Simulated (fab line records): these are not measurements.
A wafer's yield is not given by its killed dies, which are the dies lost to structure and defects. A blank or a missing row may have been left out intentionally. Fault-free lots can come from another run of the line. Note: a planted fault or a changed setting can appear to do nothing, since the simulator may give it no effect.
Matching of chambers | flow nandHarc | rieDiel-04 running NHARC_P_BONDPAD_STRIP_15: 4 sister chambers
The step strips in O2. 4 wafers are shown with their chamber, then 9 later ones without.

EACH WAFER AND ITS CHAMBER
wafer  | chamber | drypumpMotorCurrentA (A)
L323.5 | 3       | 6.2
L324.4 | 0       | 4.9
L324.5 | 2       | 5.7
L324.6 | 1       | 6.0

WAFERS MISSING THEIR CHAMBER
wafer  | drypumpMotorCurrentA (A)
L334.2 | 6.2
L334.3 | 6.0
L334.4 | 5.7
L336.1 | 6.0
L336.5 | 5.6
L336.6 | 6.2
L337.1 | 5.6
L337.2 | 4.8
L337.3 | 6.2

WHICH CHAMBER EACH ONE RAN IN
wafer  | from the rows above | in truth
L334.2 | 3                   | 3
L334.3 | 1                   | 1
L334.4 | 2                   | 2
L336.1 | 1                   | 1
L336.5 | 2                   | 2
L336.6 | 3                   | 3
L337.1 | 2                   | 2
L337.2 | 0                   | 0
L337.3 | 3                   | 3
9 of 9 placed correctly. Number that these rows cannot place: 0. Placed wrongly: 0.
How it was worked out, from the rows above alone: a wafer's distance from a chamber is the root of the sum, over the readings, of the square of ((its reading less the chamber's mean) divided by the reading's scatter). The wafer belongs to the nearest chamber; if the next one is less than 2 further off, it can't be placed. A chamber's mean is the mean of its shown wafers. The scatter (one wafer shown for each chamber): square how far every hidden wafer sits from the nearest shown wafer, average those squares and take the square root.
